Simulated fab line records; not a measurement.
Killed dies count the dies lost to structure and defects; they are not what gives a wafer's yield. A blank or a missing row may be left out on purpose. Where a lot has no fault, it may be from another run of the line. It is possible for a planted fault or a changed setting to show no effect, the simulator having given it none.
Matching of chambers / flow n5_finfet / 4 sister chambers for N5_BEOL_M1_ETCH_77 on rie_diel-06
The step etches underlayer in N2/H2, target depth 6.5 nm, time 5.2 s. 18 wafers are shown with their chamber, then 9 later ones without.

== EACH WAFER AND ITS CHAMBER ==
wafer=L075.2; chamber=0; showerhead_plenum_p_Torr (Torr)=2.59; drypump_motor_current_A (A)=6.4; throttle_valve_pct (%)=17.63
wafer=L075.3; chamber=3; showerhead_plenum_p_Torr (Torr)=2.64; drypump_motor_current_A (A)=5.6; throttle_valve_pct (%)=17.96
wafer=L075.5; chamber=2; showerhead_plenum_p_Torr (Torr)=2.42; drypump_motor_current_A (A)=6.7; throttle_valve_pct (%)=18.00
wafer=L076.3; chamber=3; showerhead_plenum_p_Torr (Torr)=2.64; drypump_motor_current_A (A)=5.6; throttle_valve_pct (%)=17.95
wafer=L076.4; chamber=0; showerhead_plenum_p_Torr (Torr)=2.59; drypump_motor_current_A (A)=6.4; throttle_valve_pct (%)=17.64
wafer=L076.5; chamber=1; showerhead_plenum_p_Torr (Torr)=2.46; drypump_motor_current_A (A)=5.8; throttle_valve_pct (%)=17.66
wafer=L081.4; chamber=1; showerhead_plenum_p_Torr (Torr)=2.46; drypump_motor_current_A (A)=5.8; throttle_valve_pct (%)=17.67
wafer=L081.5; chamber=0; showerhead_plenum_p_Torr (Torr)=2.59; drypump_motor_current_A (A)=6.4; throttle_valve_pct (%)=17.63
wafer=L081.6; chamber=1; showerhead_plenum_p_Torr (Torr)=2.46; drypump_motor_current_A (A)=5.8; throttle_valve_pct (%)=17.67
wafer=L084.4; chamber=1; showerhead_plenum_p_Torr (Torr)=2.46; drypump_motor_current_A (A)=5.7; throttle_valve_pct (%)=17.70
wafer=L084.5; chamber=3; showerhead_plenum_p_Torr (Torr)=2.64; drypump_motor_current_A (A)=5.6; throttle_valve_pct (%)=17.98
wafer=L084.6; chamber=0; showerhead_plenum_p_Torr (Torr)=2.58; drypump_motor_current_A (A)=6.4; throttle_valve_pct (%)=17.66
wafer=L085.1; chamber=3; showerhead_plenum_p_Torr (Torr)=2.63; drypump_motor_current_A (A)=5.6; throttle_valve_pct (%)=18.00
wafer=L085.2; chamber=0; showerhead_plenum_p_Torr (Torr)=2.58; drypump_motor_current_A (A)=6.4; throttle_valve_pct (%)=17.64
wafer=L085.6; chamber=3; showerhead_plenum_p_Torr (Torr)=2.63; drypump_motor_current_A (A)=5.6; throttle_valve_pct (%)=18.01
wafer=L087.2; chamber=3; showerhead_plenum_p_Torr (Torr)=2.63; drypump_motor_current_A (A)=5.6; throttle_valve_pct (%)=17.99
wafer=L087.3; chamber=1; showerhead_plenum_p_Torr (Torr)=2.46; drypump_motor_current_A (A)=5.8; throttle_valve_pct (%)=17.70
wafer=L087.4; chamber=0; showerhead_plenum_p_Torr (Torr)=2.58; drypump_motor_current_A (A)=6.5; throttle_valve_pct (%)=17.64

SIGNATURES (averages over the wafers above)
reading=showerhead_plenum_p_Torr; chamber 0=2.5850; chamber 1=2.4600; chamber 2=2.4200; chamber 3=2.6350; scatter within a chamber=0.00463
reading=drypump_motor_current_A; chamber 0=6.417; chamber 1=5.780; chamber 2=6.700; chamber 3=5.600; scatter within a chamber=0.0342
reading=throttle_valve_pct; chamber 0=17.6400; chamber 1=17.6800; chamber 2=18.0000; chamber 3=17.9817; scatter within a chamber=0.0183
Rule: a wafer's distance from a chamber is the root of the sum, over the readings, of the square of ((its reading less the chamber's mean) divided by the reading's scatter). If the next closest chamber is less than 2 further off than the closest, the wafer can't be placed; otherwise it belongs to the closest. The scatter is the square root of a quotient: the sum, over the shown wafers, of each reading's squared deviation from its chamber's mean, divided by wafers minus chambers.

== WAFERS MISSING THEIR CHAMBER ==
wafer=L091.2; showerhead_plenum_p_Torr (Torr)=2.41; drypump_motor_current_A (A)=6.7; throttle_valve_pct (%)=18.05
wafer=L091.4; showerhead_plenum_p_Torr (Torr)=2.58; drypump_motor_current_A (A)=6.4; throttle_valve_pct (%)=17.65
wafer=L091.5; showerhead_plenum_p_Torr (Torr)=2.45; drypump_motor_current_A (A)=5.8; throttle_valve_pct (%)=17.70
wafer=L094.2; showerhead_plenum_p_Torr (Torr)=2.40; drypump_motor_current_A (A)=6.7; throttle_valve_pct (%)=18.06
wafer=L094.3; showerhead_plenum_p_Torr (Torr)=2.63; drypump_motor_current_A (A)=5.6; throttle_valve_pct (%)=18.02
wafer=L094.4; showerhead_plenum_p_Torr (Torr)=2.63; drypump_motor_current_A (A)=5.6; throttle_valve_pct (%)=18.02
wafer=L095.3; showerhead_plenum_p_Torr (Torr)=2.57; drypump_motor_current_A (A)=6.4; throttle_valve_pct (%)=17.69
wafer=L095.4; showerhead_plenum_p_Torr (Torr)=2.40; drypump_motor_current_A (A)=6.7; throttle_valve_pct (%)=18.08
wafer=L095.5; showerhead_plenum_p_Torr (Torr)=2.63; drypump_motor_current_A (A)=5.6; throttle_valve_pct (%)=18.02

== WHICH CHAMBER EACH ONE RAN IN ==
wafer=L091.2; from the rows above=2; in truth=2
wafer=L091.4; from the rows above=0; in truth=0
wafer=L091.5; from the rows above=1; in truth=1
wafer=L094.2; from the rows above=2; in truth=2
wafer=L094.3; from the rows above=3; in truth=3
wafer=L094.4; from the rows above=3; in truth=3
wafer=L095.3; from the rows above=0; in truth=0
wafer=L095.4; from the rows above=2; in truth=2
wafer=L095.5; from the rows above=3; in truth=3
9 of 9 placed correctly. Number that these rows cannot place: 0. Placed wrongly: 0.
